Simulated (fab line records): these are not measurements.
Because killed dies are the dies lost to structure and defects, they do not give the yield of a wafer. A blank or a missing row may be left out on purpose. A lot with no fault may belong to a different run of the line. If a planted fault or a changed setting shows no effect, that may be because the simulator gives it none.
Chamber matching + flow nand-harc + NHARC_A_CHANNEL_FILL_D1_ALD_16 on ald-hk-02 has 4 sister chambers
The step deposits SiO2, target thk 1.5 nm, pulse time 10 s, ald cycles 15. 8 wafers are shown with their chamber, then 10 later ones without.

== WAFERS, EACH WITH ITS CHAMBER ==
| wafer  | chamber | heater-power-w (W) | precursor-pulse-height-rel |
|--------|---------|--------------------|----------------------------|
| L078.5 | 3       | 466                | 1.007                      |
| L080.5 | 1       | 506                | 0.957                      |
| L080.6 | 2       | 474                | 1.019                      |
| L083.1 | 0       | 432                | 1.005                      |
| L083.5 | 2       | 485                | 1.023                      |
| L083.6 | 1       | 507                | 0.982                      |
| L089.3 | 0       | 408                | 1.024                      |
| L089.5 | 3       | 443                | 1.021                      |

== WAFERS WITHOUT THEIR CHAMBER ==
| wafer  | heater-power-w (W) | precursor-pulse-height-rel |
|--------|--------------------|----------------------------|
| L089.6 | 482                | 0.999                      |
| L091.1 | 474                | 0.978                      |
| L091.5 | 438                | 0.974                      |
| L091.6 | 412                | 1.003                      |
| L093.2 | 485                | 0.966                      |
| L093.4 | 410                | 1.005                      |
| L093.6 | 490                | 0.994                      |
| L096.1 | 482                | 1.008                      |
| L096.4 | 404                | 0.990                      |
| L096.6 | 458                | 1.006                      |

== WHICH CHAMBER EACH WENT THROUGH ==
| wafer  | from the rows above          | in truth |
|--------|------------------------------|----------|
| L089.6 | can't be placed: 2 or 3 or 1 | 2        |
| L091.1 | can't be placed: 1 or 3 or 2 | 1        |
| L091.5 | can't be placed: 3 or 0 or 2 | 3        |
| L091.6 | 0                            | 0        |
| L093.2 | 1                            | 1        |
| L093.4 | 0                            | 0        |
| L093.6 | can't be placed: 2 or 1 or 3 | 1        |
| L096.1 | can't be placed: 2 or 3      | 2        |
| L096.4 | 0                            | 0        |
| L096.6 | can't be placed: 3 or 2      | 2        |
Correct placement for 4 of the 10. These rows do not allow placing 6 (true chamber among the candidates in 6). Number placed wrongly: 0.
How it was worked out, from the rows above alone: a wafer's distance from a chamber is the root of the sum, over the readings, of the square of ((its reading less the chamber's mean) divided by the reading's scatter). If the next closest chamber is less than 2 further off than the closest, the wafer can't be placed; otherwise it belongs to the closest. For every chamber, the mean is computed from those of its wafers that are shown. How the scatter is found: for the shown wafers, subtract from each reading the mean of its chamber, square and add these, divide the total by (wafers less chambers), then take the root.
